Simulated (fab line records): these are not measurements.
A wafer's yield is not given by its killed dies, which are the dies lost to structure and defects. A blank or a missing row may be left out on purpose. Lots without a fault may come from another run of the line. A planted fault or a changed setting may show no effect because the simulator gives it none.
Which of the tools did it? / flow n5Finfet / 36 wafers from 12 lots sampled at 2 of the route's 1938 steps

== WHAT THE GAUGES SHOWED, per wafer ==
N5_BEOL_M7_OCD_MEAS_38.
lot=L076; measured=day 10 16:34; on=ocd-01; trenchDepthNm (nm)=91.8 91.4 92.4
lot=L079; measured=day 11 15:05; on=ocd-02; trenchDepthNm (nm)=93.3 92.4 93.2
lot=L081; measured=day 11 15:23; on=ocd-02; trenchDepthNm (nm)=91.9 92.5 94.1
lot=L080; measured=day 11 19:02; on=ocd-02; trenchDepthNm (nm)=93.1 91.9 91.5
lot=L082; measured=day 13 02:05; on=ocd-01; trenchDepthNm (nm)=94.9 94.7 94.5
lot=L085; measured=day 13 13:23; on=ocd-02; trenchDepthNm (nm)=95.7 94.6 95.5
lot=L087; measured=day 13 20:17; on=ocd-01; trenchDepthNm (nm)=96.6 95.3 93.6
lot=L088; measured=day 14 11:03; on=ocd-02; trenchDepthNm (nm)=93.1 94.3 95.3
lot=L091; measured=day 14 14:13; on=ocd-02; trenchDepthNm (nm)=91.9 93.8 95.1
lot=L093; measured=day 14 21:01; on=ocd-01; trenchDepthNm (nm)=93.0 95.0 94.5
lot=L095; measured=day 16 07:31; on=ocd-02; trenchDepthNm (nm)=92.7 90.5 90.5
lot=L097; measured=day 16 14:04; on=ocd-02; trenchDepthNm (nm)=93.7 93.8 92.9

== EACH LOT AND THE TOOL THAT RAN IT (in order: tool; ch and the chambers of the sampled wafers; start) ==
lot=L076; N5_BEOL_M7_STRIP_67=rieDiel-06 ch 2,3, day 10 13:52
lot=L079; N5_BEOL_M7_STRIP_67=rieDiel-06 ch 0,1,3, day 11 11:25
lot=L081; N5_BEOL_M7_STRIP_67=rieDiel-02 ch 0,2,3, day 11 11:59
lot=L080; N5_BEOL_M7_STRIP_67=rieDiel-02 ch 2,3, day 11 17:43
lot=L082; N5_BEOL_M7_STRIP_67=rieDiel-02 ch 1,2, day 12 22:04
lot=L085; N5_BEOL_M7_STRIP_67=rieDiel-06 ch 0,2, day 13 11:20
lot=L087; N5_BEOL_M7_STRIP_67=rieDiel-06 ch 2,3, day 13 17:17
lot=L088; N5_BEOL_M7_STRIP_67=rieDiel-05 ch 0,2,3, day 14 08:25
lot=L091; N5_BEOL_M7_STRIP_67=rieDiel-05 ch 0,1,2, day 14 11:55
lot=L093; N5_BEOL_M7_STRIP_67=rieDiel-02 ch 1,2,3, day 14 19:56
lot=L095; N5_BEOL_M7_STRIP_67=rieDiel-05 ch 0,1,2, day 16 05:56
lot=L097; N5_BEOL_M7_STRIP_67=rieDiel-06 ch 0,1,2, day 16 11:31
- N5_BEOL_M7_STRIP_67: strips in CF4.

== THE ANSWER, worked out from the rows above alone ==
Rule: the usual values come from the lots themselves. Put in order of their means at a reading, lots are off if they are a third of the lots or fewer, leave a main group of 4 or more, and stand apart from it by a gap of 3 or more times the standard deviation of the main group's means; of several such gaps the widest counts. If all means in a main group match to the digits the tables above print for the reading, that group is not used. A lot without any number at a reading at which 4 lots or more have one is off too. All remaining lots with rows at the step are treated as sound.
None of the lots is off at any reading shown; this tells nothing.

== WHAT HAD BEEN PUT IN BY THE SIMULATOR ==
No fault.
